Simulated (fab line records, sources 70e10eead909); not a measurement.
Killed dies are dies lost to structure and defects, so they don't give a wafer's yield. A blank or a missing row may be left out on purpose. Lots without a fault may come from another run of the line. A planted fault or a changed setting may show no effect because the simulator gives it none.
A struck lot beside a sound one | flow nand_harc | 13 steps out of a route of 1302
Sound: wafers L566.2, L566.4, L566.6. Struck: wafer L573.1. (L573.3, L573.6 of the same lot were not struck and are left out.) The cause comes at the end.
At each step with rows: each side's tool, then ch and its chambers, then its first start. Under that, the readings that differ: sound wafers | struck wafers | difference of the means | sigmas: that difference in standard deviations of wafers without a fault.
alike: readings whose means differ by less than 2 such deviations, and words and numbers that are the same on both sides. not compared: withheld readings, readings that some wafer has no value for, bounds like >300 that may hide the same value, and numbers for which the record gives no deviation and whose values overlap.
The two part at a step that has a row with sigmas, a row that says differs or no value, or rows on one side only. Numbers that don't overlap but have no deviation are shown without sigmas and don't part them. A reading that every wafer of one side lacks parts them only if that side has two wafers or more.

NHARC_A_SLIT_ETCH_29: etches the open film in CF4/O2, target depth 100 nm, overetch 10 nm, time 55 s.
  sound on rie_diel-03 ch 0,1,2, day 21 13:13; struck on rie_diel-07 ch 3, day 24 11:16
  alike: bias_w, drypump_motor_current_A, oes_product_au, rf_vpp_V, showerhead_plenum_p_Torr, throttle_valve_pct
  not compared: rf_hours_counter_h
NHARC_A_SLIT_STRIP_18: strips in O2.
  sound on rie_diel-03 ch 0,1,2; struck on rie_diel-07 ch 0
  alike: drypump_motor_current_A, oes_product_au, rf_vpp_V, showerhead_plenum_p_Torr, throttle_valve_pct
  not compared: rf_hours_counter_h
then, 2 steps without rows for these wafers: NHARC_A_SLIT_PRECLEAN_19 (cleans in SC1); NHARC_A_SLIT_SRD_20.
NHARC_A_SLIT_CD_MEAS_21:
  sound on cd_sem-01, day 21 13:44; struck on cd_sem-02, day 24 11:52
  alike: cd_nm
then, 3 steps without rows for these wafers: NHARC_A_SIN_REMOVE_WET_00 (chemistry H3PO4, time 15300 s); NHARC_A_SIN_REMOVE_PRECLEAN_01 (cleans in SC1); NHARC_A_SIN_REMOVE_SRD_02.
NHARC_A_SIN_REMOVE_INSPECT_04:
  sound on defect_inspect-01, day 21 19:56; struck on defect_inspect-01, day 24 18:31
  alike: raw_defect_count
NHARC_A_WL_FILL_ALD_00: deposits Al2O3, target thk 3 nm, pulse time 3 s, ald cycles 30.
  sound on ald_hk-03 ch 0,1,3, day 21 20:02; struck on ald_hk-04 ch 2, day 24 18:37
  alike: heater_power_w, precursor_pulse_height_rel
  not compared: ald_cycles
NHARC_A_WL_FILL_RTA_01: time 5 s.
  sound on rtp_anneal-02 ch 0, day 21 20:17; struck on rtp_anneal-01 ch 0, day 24 18:51
  reading            | sound    | struck | difference | sigmas
  lamp_power_pct (%) | 37 37 37 | 26     | -11        | -2
  alike: wafer_temp_C_max
NHARC_A_WL_FILL_ALD_02: deposits TiN, target thk 2 nm, pulse time 3 s, ald cycles 100.
  sound on ald_metal-04 ch 0,2,3, day 21 20:29; struck on ald_metal-04 ch 2, day 24 19:06
  reading    | sound       | struck | difference | sigmas
  ald_cycles | 100 100 100 | 128    | +28        |
  alike: heater_power_w, precursor_pulse_height_rel
-- the record jumps here: 4 days lie between the struck wafers' starts before and after (it left off in module A_WL_FILL and takes up again in module END, whose first step shown is number 1302 of the route) --
NHARC_END_SORT_01:
  sound on prober-01 ch 0, day 25 17:10; struck on prober-02 ch 0, day 28 22:41
  alike: killed_at_array, killed_at_other, killed_at_periphery, killed_dies, killed_open, killed_short

WHERE THEY PART
Only at NHARC_A_WL_FILL_RTA_01, within this record. Later steps at which nothing parts them and some readings are alike: NHARC_A_WL_FILL_ALD_02, NHARC_END_SORT_01.

WHY: what the simulator had put in
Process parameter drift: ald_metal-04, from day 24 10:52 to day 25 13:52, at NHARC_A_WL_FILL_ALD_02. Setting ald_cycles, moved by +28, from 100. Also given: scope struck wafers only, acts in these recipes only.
